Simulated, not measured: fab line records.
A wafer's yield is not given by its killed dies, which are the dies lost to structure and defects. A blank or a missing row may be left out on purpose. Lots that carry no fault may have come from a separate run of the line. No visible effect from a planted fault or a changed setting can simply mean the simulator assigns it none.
Matching of chambers    flow n5Finfet    N5_BEOL_M7_ETCH_72 on rieDiel-06: 4 sister chambers
The step etches underlayer in N2/H2, target depth 6.5 nm, time 5.2 s. 22 wafers are shown with their chamber, then 11 later ones without.

WAFERS, EACH WITH ITS CHAMBER
wafer   chamber  drypumpMotorCurrentA (A)  showerheadPlenumPTorr (Torr)  throttleValvePct (%)
L077.4  0        5.3                       2.66                          17.9
L077.5  2        5.0                       2.57                          17.7
L077.6  1        5.9                       2.63                          18.2
L080.2  3        4.9                       2.39                          18.2
L080.3  0        5.3                       2.65                          17.9
L080.6  1        6.0                       2.63                          18.3
L081.2  1        6.0                       2.63                          18.2
L081.5  0        5.3                       2.65                          17.9
L081.6  1        6.0                       2.63                          18.3
L082.1  2        5.1                       2.57                          17.7
L082.3  1        6.0                       2.62                          18.3
L082.4  0        5.3                       2.65                          18.0
L084.2  3        4.9                       2.38                          18.2
L084.3  0        5.3                       2.65                          17.9
L084.6  3        4.9                       2.38                          18.2
L090.1  2        5.0                       2.56                          17.8
L090.2  1        6.0                       2.62                          18.3
L090.3  0        5.3                       2.64                          18.0
L090.4  1        6.0                       2.62                          18.3
L090.5  2        5.0                       2.56                          17.8
L090.6  0        5.3                       2.64                          18.0
L092.1  2        5.0                       2.56                          17.8

SIGNATURES (means of the wafers above)
reading                chamber 0  chamber 1  chamber 2  chamber 3  scatter within a chamber
drypumpMotorCurrentA   5.300      5.986      5.020      4.900      0.0303
showerheadPlenumPTorr  2.6486     2.6257     2.5640     2.3833     0.00598
throttleValvePct       17.943     18.271     17.760     18.200     0.0491
Rule: for each reading, subtract the chamber's mean from the wafer's reading, divide by that reading's scatter and square the result; add these up over the readings and take the root, which gives the wafer's distance from the chamber. The wafer belongs to the nearest chamber; if the next one is less than 2 further off, it can't be placed. The scatter: the root of (the sum of the squares of (reading less its chamber's mean) over the shown wafers, divided by (wafers less chambers)).

WAFERS WHOSE CHAMBER IS MISSING
wafer   drypumpMotorCurrentA (A)  showerheadPlenumPTorr (Torr)  throttleValvePct (%)
L092.4  5.3                       2.64                          18.0
L092.6  6.0                       2.62                          18.3
L094.1  5.0                       2.56                          17.8
L094.2  4.9                       2.69                          17.8
L094.3  6.0                       2.62                          18.3
L094.4  5.3                       2.64                          18.0
L094.5  4.9                       2.70                          17.8
L094.6  5.0                       2.56                          17.8
L097.1  5.0                       2.55                          17.8
L097.4  5.4                       2.64                          18.0
L097.5  5.0                       2.55                          17.8

WHICH CHAMBER EACH WENT THROUGH
wafer    from the rows above   in truth
L092.4   0                     0
L092.6   1                     1
L094.1   2                     2
L094.2   0                     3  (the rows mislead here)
L094.3   1                     1
L094.4   0                     0
L094.5   0                     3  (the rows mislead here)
L094.6   2                     2
L097.1   2                     2
L097.4   0                     0
L097.5   2                     2
9 of 11 placed correctly. Not placeable from these rows: 0. 2 placed wrongly.
